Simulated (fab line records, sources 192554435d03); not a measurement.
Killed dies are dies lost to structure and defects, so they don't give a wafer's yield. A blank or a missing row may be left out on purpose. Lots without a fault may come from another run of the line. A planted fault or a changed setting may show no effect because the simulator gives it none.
fab line records | flow n5_finfet
record lots=4 wafers=12 last_day=19
route steps=1938 shown BEOL_M14@1729
lots that met no fault: from a run of the same line without faults
start_h: hours from the record's first day to the start of the lot's first wafer shown | wait_h: hours since the lot's step before | " the same as in the row above | L1.1+2: a row that stands for several wafers | - no value, or no start given | * or withheld: withheld | < > ~ a bound
route shown NAME@n: a module of which the file shows steps, and the number in the route of the first | usual: mean/standard deviation of fault-free wafers | same: alike in all rows | chamber/n: place in a boat | sites: the reading at each site | _std_site: their standard deviation | _edge_site: outer sites' mean less inner sites' | radius_mm: how far each site lies from the wafer's centre | mask NAME#n: copy n | behind: the tool/chamber that last shaped the wafer | hold: why the lot was held/for how many hours/how that ended | device: the transistor (n, p or np) that didn't switch | end of line: the same wafers' tests at the end of the route | a step without rows: its recipe alone | killed: dies lost to structure and defects at the first sort, not the wafer's yield | map: a wafer's dies, x killed, . not, _ none there
set.NAME: the setting as run; set.NAME@STEP: as run at that earlier step | model.NAME: the simulator's own value behind a step, which no gauge read
lots at some steps of the route; a table a step, a row a wafer
services: from which hour (start_h, from the record's first day; less than 0 if before it) a tool's chamber was out of use, for how many hours, and why
## steps
# step N5_BEOL_M14_DESCUM_15
# recipe chemistry=O2 time_s=7.9 source_power_w=50 bias_power_w=20 pressure_mtorr=20 rf_frequency_hz=2.712e+07 temp_c=40 o2_flow_sccm=225
# step N5_BEOL_M14_ETCH_59
# recipe chemistry=N2/H2 target=BARC target_depth_a=890 overetch_a=267 time_s=67.9 ion_energy_ev=200 pressure_mtorr=30 source_w=840 bias_w=150 n2_flow_sccm=200 h2_flow_sccm=200
# step N5_BEOL_M14_VIA_ETCH_16
# recipe chemistry=C4F8/O2/Ar target=SiO2 he_inner_torr=15 he_outer_torr=30 target_depth_a=12313 time_s=withheld ion_energy_ev=800 pressure_mtorr=20 source_w=1905 bias_w=2040 Ar_flow_sccm=400 C4F8_flow_sccm=16 O2_flow_sccm=12 ends=cleared
# step N5_BEOL_M14_STRIP_63
# recipe chemistry=O2 power_w=600 temp_c=60 pressure_mtorr=30 rf_frequency_hz=6e+07 bias_power_w=0 overash_fraction=0.3 o2_flow_sccm=225
# step N5_BEOL_M14_STRIP_64
# recipe chemistry=O2 power_w=600 temp_c=60 pressure_mtorr=30 rf_frequency_hz=6e+07 bias_power_w=0 overash_fraction=0.3 o2_flow_sccm=225
# step N5_BEOL_M14_STRIP_71
# recipe chemistry=post_etch_residue_remover time_s=60 temp_c=25 remover_ph=withheld remover_water_wt_pct=withheld remover_fluoride_wt_pct=withheld
# step N5_BEOL_M14_SRD_72
# recipe time_s=30 temp_c=23 rinse_liquid=diw dry=n2_spin spin_rpm=1500 dry_time_s=30
# step N5_BEOL_M14_COAT_65
# recipe resist=SOC temp_c=250 time_s=60 spin_rpm=1500 resist_thk_nm=450
# step N5_BEOL_M14_COAT_66
# recipe resist=SiARC temp_c=220 time_s=60 spin_rpm=1500 resist_thk_nm=110
# step N5_BEOL_M14_COAT_22
# recipe spin_rpm=2888 resist_thk_nm=300
# usual spin_speed_rpm=2888.0/2.3
# columns lot.wafer tool chamber start_h wait_h spin_speed_rpm model.coat_of_BEOL_M14_COAT_22.thk_nm
L539.1 litho_track-01 0 311.52 - 2886.0 300.2
L539.3 " 0 " " 2888.3 301.2
L539.6 " 0 " " 2888.4 300.6
L540.1 litho_track-02 0 338.26 - 2885.6 300.2
L540.3 " 0 " " 2884.7 299.6
L540.4 " 0 " " 2886.7 300
L549.1 litho_track-01 0 429.23 - 2705.8 311.6
L549.2 " 0 " " 2706.5 310.4
L549.6 " 0 " " 2707.8 311
L552.2 litho_track-01 0 439.42 - 2708.8 310.6
L552.3 " 0 " " 2709.0 310.4
L552.6 " 0 " " 2703.2 311
# step N5_BEOL_M14_EBR_24
# recipe solvent=PGMEA ebr_width_mm=1.5
# step N5_BEOL_M14_SOFTBAKE_23
# recipe temp_c=130 time_s=60
# step N5_BEOL_M14_EXPOSE_25
# recipe mask_id=M14 na=0.8 source_shape=annular sigma_inner=0.5 sigma_outer=0.8 polarization=unpolarized target_cd_nm=280 dose_mj=26.6
# step N5_BEOL_M14_PEB_26
# recipe peb_temp_c=130 peb_time_s=90
# step N5_BEOL_M14_DEVELOP_27
# recipe develop_time_s=45 rinse_liquid=diw dry=air_spin dev_temp_c=21
# step N5_BEOL_M14_HARDBAKE_32
# recipe temp_c=130 time_s=120
# step N5_BEOL_M14_DESCUM_33
# recipe chemistry=O2 time_s=7.9 source_power_w=50 bias_power_w=20 pressure_mtorr=20 rf_frequency_hz=2.712e+07 temp_c=40 o2_flow_sccm=225
# step N5_BEOL_M14_ETCH_67
# recipe chemistry=CF4 target=SiARC target_depth_a=1430 time_s=238.3 ion_energy_ev=80 pressure_mtorr=40 source_w=545 bias_w=36 Ar_flow_sccm=100 cf4_flow_sccm=100 ends=cleared
# usual drypump_motor_current_A=5.54/0.22 etch_rf_on_time_s=240/4.1 oes_product_au=0.67/0.079 rf_vpp_V=183.9/1.1 showerhead_plenum_p_Torr=2.13/0.061 throttle_valve_pct=15.58/0.25
# columns lot.wafer tool chamber start_h wait_h drypump_motor_current_A etch_rf_on_time_s oes_product_au rf_hours_counter_h rf_vpp_V showerhead_plenum_p_Torr throttle_valve_pct model.coat_of_BEOL_M14_COAT_22.thk_nm
L539.1 rie_diel-06 1 312.08 0.0 5.87 238 0.65 137 184.2 2.15 15.32 211.4
L539.3 " 0 " " 5.51 242 0.60 - 181.8 2.03 15.89 212.6
L539.6 " 1 " " 5.83 237 0.65 - 185.6 2.16 15.32 211.8
L540.1 rie_diel-03 0 338.83 0.0 5.47 246 0.59 210 184.2 2.12 15.69 211.4
L540.3 " 2 " " 5.61 244 0.60 203 181.3 1.96 15.81 210.8
L540.4 " 1 " " 5.44 244 0.69 95 182.4 2.15 15.29 211
L549.1 rie_diel-03 2 429.73 0.0 5.62 245 0.58 232 182.3 1.95 15.85 222.8
L549.2 " 3 " " 5.31 243 0.65 128 183.3 2.15 15.93 221.2
L549.6 " 3 " " 5.32 242 0.66 - 184.2 2.15 15.92 222
L552.2 rie_diel-06 3 440.13 0.0 5.32 241 0.61 220 184.8 2.12 15.88 221.8
L552.3 " 2 " " 5.25 236 0.81 20 181.3 2.10 15.11 221.6
L552.6 " 2 " " 5.25 237 0.81 - 185.4 2.10 15.13 222
# step N5_BEOL_M14_ETCH_68
# recipe chemistry=N2/H2 target=SOC mask_material=SiARC source_w=3000 bias_w=350 temp_c=40 time_s=450 ion_energy_ev=200 pressure_mtorr=30 n2_flow_sccm=200 h2_flow_sccm=200
## services
# columns tool chamber start_h hours kind
rie_diel-03 1 290.99 9.8 repair
rie_diel-06 0 300.01 1.3 repair
rie_diel-06 3 303.75 16.3 repair
rie_diel-06 2 311.68 4.3 repair
rie_diel-06 - 315.30 0.9 repair
rie_diel-06 0 358.73 - clean
rie_diel-06 0 358.73 - consumable_replace:focus_ring
rie_diel-06 0 358.73 - consumable_replace:showerhead
rie_diel-06 0 358.73 18.1 scheduled_down
rie_diel-06 0 358.73 18.1 vent_cycle
rie_diel-03 1 369.64 16.3 repair
rie_diel-06 2 376.91 - clean
rie_diel-06 2 376.91 - consumable_replace:focus_ring
rie_diel-06 2 376.91 14.1 scheduled_down
rie_diel-06 2 376.91 14.1 vent_cycle
rie_diel-06 3 398.74 2.8 repair
rie_diel-03 3 417.16 6.7 repair
## key
first_sign step=N5_BEOL_M14_COAT_22 reading=spin_speed_rpm direction=down sigmas=80 usual=* struck=*
effect none on later readings
model_effect step=N5_BEOL_M14_COAT_22 value=coat_of_BEOL_M14_COAT_22.thk_nm without=301 struck=310.8
model_effect step=N5_BEOL_M14_ETCH_67 value=coat_of_BEOL_M14_COAT_22.thk_nm without=212 struck=221.9
met_at N5_BEOL_M14_COAT_22
struck_wafers L549.1,L549.2,L549.6,L552.2,L552.3,L552.6
onset_between 311.52 429.23
fault kind=process_parameter_drift tool=litho_track-01 chamber=- onset_h=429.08 steps=N5_BEOL_M14_COAT_22 channel=spin_rpm offset=* shape=step end_h=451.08 acts_in=* stated=*
